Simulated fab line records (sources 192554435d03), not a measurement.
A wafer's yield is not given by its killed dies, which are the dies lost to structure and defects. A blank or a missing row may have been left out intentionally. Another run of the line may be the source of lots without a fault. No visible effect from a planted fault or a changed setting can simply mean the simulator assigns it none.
Matching of chambers	flow n5_finfet	N5_BEOL_M4_ETCH_69 on rie_diel-05: 4 sister chambers
The step etches SiARC in CF4, target depth 15.6 nm, time 26 s. 4 wafers are shown with their chamber, then 10 later ones without.

EACH WAFER AND ITS CHAMBER
wafer	chamber	throttle_valve_pct (%)
L084.4	0	15.39
L084.5	2	15.87
L086.1	3	15.24
L086.3	1	15.74

WAFERS MISSING THEIR CHAMBER
wafer	throttle_valve_pct (%)
L086.4	15.40
L088.1	15.38
L088.2	15.89
L088.3	15.22
L088.4	15.75
L088.5	15.75
L088.6	15.39
L090.2	15.40
L090.5	15.24
L090.6	15.39

THE CHAMBER EACH PASSED THROUGH
wafer	from the rows above	in truth
L086.4	0	0
L088.1	0	0
L088.2	2	2
L088.3	3	3
L088.4	1	1
L088.5	1	1
L088.6	0	0
L090.2	0	0
L090.5	3	3
L090.6	0	0
Placed correctly: 10 of 10. Left unplaced by these rows: 0. Placed wrongly: 0.
How it was worked out, from the rows above alone: a wafer's distance from a chamber is the root of the sum, over the readings, of the square of ((its reading less the chamber's mean) divided by the reading's scatter). If the next closest chamber is less than 2 further off than the closest, the wafer can't be placed; otherwise it belongs to the closest. A chamber's mean is the mean of its shown wafers. The scatter (one wafer shown for each chamber): square how far every hidden wafer sits from the nearest shown wafer, average those squares and take the square root.
